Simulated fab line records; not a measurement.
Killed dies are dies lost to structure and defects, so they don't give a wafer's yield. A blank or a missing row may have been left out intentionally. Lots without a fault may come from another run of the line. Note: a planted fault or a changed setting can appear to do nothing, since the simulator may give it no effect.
Split-lot trial | flow n5-finfet | 21 wafers read from 7 lots, route of 1938 steps

== THE SPLIT ==
At N5_BEOL_M8_COAT_71 (time 60 s, resist thk 5 nm), the setting spin-rpm was moved away from the recipe's 1500 rpm on 6 of the 21 wafers read, by -9.1% to +10.6%. The other wafers ran this setting at the recipe's value.

== FROM THE SPLIT TO THE READING: what the file shows between them, 4 steps ==
- N5_BEOL_M8_COAT_22: resist thk 30 nm
- N5_BEOL_M8_EBR_24
- N5_BEOL_M8_DESCUM_33: chemistry O2, time 7 s
- N5_BEOL_M8_ETCH_72: etches underlayer in N2/H2, target depth 6.5 nm, time 5.2 s

== THE READING ==
CAR-EUV_of_BEOL_M8_COAT_22.thk-nm (the simulator's own value, which no gauge read), in nm, at N5_BEOL_M8_ETCH_65 (etches SiARC in CF4, target depth 15.6 nm, time 26 s). No usual value for it is given in the file. Here, 15 wafers ran the recipe; their average is 11.1 nm with a standard deviation of 0.088 nm.

wafer  | tool, chamber at the split | spin-rpm as run, rpm | against the recipe | CAR-EUV_of_BEOL_M8_COAT_22.thk-nm, nm | against lot-mates on the recipe
L075.4 | litho-track-03, 0          | 1500                 | recipe             | 11.2                                  | -
L075.5 | litho-track-03, 0          | 1500                 | recipe             | 11                                    | -
L075.6 | litho-track-03, 0          | 1500                 | recipe             | 11                                    | -
L079.2 | litho-track-01, 0          | 1659                 | +10.6%             | 11.4                                  | +0.4
L079.3 | litho-track-01, 0          | 1659                 | +10.6%             | 11.4                                  | +0.4
L079.4 | litho-track-01, 0          | 1500                 | recipe             | 11                                    | -
L083.3 | litho-track-03, 0          | 1500                 | recipe             | 11.2                                  | -
L083.5 | litho-track-03, 0          | 1500                 | recipe             | 11.2                                  | -
L083.6 | litho-track-03, 0          | 1500                 | recipe             | 11.2                                  | -
L082.1 | litho-track-01, 0          | 1500                 | recipe             | 11.2                                  | -
L082.3 | litho-track-01, 0          | 1500                 | recipe             | 11.2                                  | -
L082.4 | litho-track-01, 0          | 1500                 | recipe             | 11.2                                  | -
L086.1 | litho-track-01, 0          | 1500                 | recipe             | 11.2                                  | -
L086.3 | litho-track-01, 0          | 1500                 | recipe             | 11.2                                  | -
L086.5 | litho-track-01, 0          | 1500                 | recipe             | 11.2                                  | -
L092.1 | litho-track-05, 0          | 1586                 | +5.7%              | 11.2                                  | +0.2
L092.4 | litho-track-05, 0          | 1586                 | +5.7%              | 11.2                                  | +0.2
L092.3 | litho-track-05, 0          | 1500                 | recipe             | 11                                    | -
L094.1 | litho-track-05, 0          | 1363                 | -9.1%              | 10.8                                  | -0.4
L094.4 | litho-track-05, 0          | 1363                 | -9.1%              | 11                                    | -0.2
L094.6 | litho-track-05, 0          | 1500                 | recipe             | 11.2                                  | -

FIT RESULTS
A straight line over all 21 wafers: CAR-EUV_of_BEOL_M8_COAT_22.thk-nm changes by +0.0233 nm for each +1% of spin-rpm; r = +0.79; the points scatter about the line by 0.089 nm.
The same after taking each lot's own level away (the mean of its wafers on the recipe; 21 wafers): +0.0354 nm for each +1%; r = +0.96; scatter 0.051 nm.
That fit puts the effect of the largest move of spin-rpm on the reading at 0.38 nm.
Across the lots, their own levels run from 11.00 to 11.20 nm, a range of 2.3 times the standard deviation given above.
So the lot-to-lot level blurs the effect unless lot-mates are compared.
Check: +0.372 nm against its lot-mates is what the line predicts for one of the wafers moved furthest among these (+10.6%) when that wafer is left out of the fit. It came out at +0.4 nm against them.

== THESE WAFERS: OTHER SPLITS ==
These wafers also went through other splits before the reading. Each is held against what the fit with the lots' levels taken away leaves over:
other split on the same wafers     | wafers away from the commonest value | r with CAR-EUV_of_BEOL_M8_COAT_22.thk-nm (lot level and that fit taken away)
N5_BEOL_M7_TRENCH_ETCH_37 source-w | 6                                    | +0.06
N5_BEOL_M8_ETCH_61 bias-w          | 4                                    | +0.23

== THE WHOLE CHAIN: every reading that the file lists as answering this split, in the file's order ==
step               | what it does                                                | reading                                                                            | change (the file's fit)                | r (the file's)
N5_BEOL_M8_ETCH_72 | etches underlayer in N2/H2, target depth 6.5 nm, time 5.2 s | etch.depth-nm (the simulator's own value, which no gauge read)                     | -0.0247 nm for each +1% of the setting | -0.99
N5_BEOL_M8_ETCH_72 | etches underlayer in N2/H2, target depth 6.5 nm, time 5.2 s | CAR-EUV_of_BEOL_M8_COAT_22.thk-nm (the simulator's own value, which no gauge read) | +0.0402 nm for each +1% of the setting | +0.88
N5_BEOL_M8_ETCH_65 | etches SiARC in CF4, target depth 15.6 nm, time 26 s        | CAR-EUV_of_BEOL_M8_COAT_22.thk-nm (the simulator's own value, which no gauge read) | +0.0355 nm for each +1% of the setting | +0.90

== THE FILE'S OWN FIT ==
CAR-EUV_of_BEOL_M8_COAT_22.thk-nm changes by +0.0355 nm for each +1% of spin-rpm, r = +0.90.
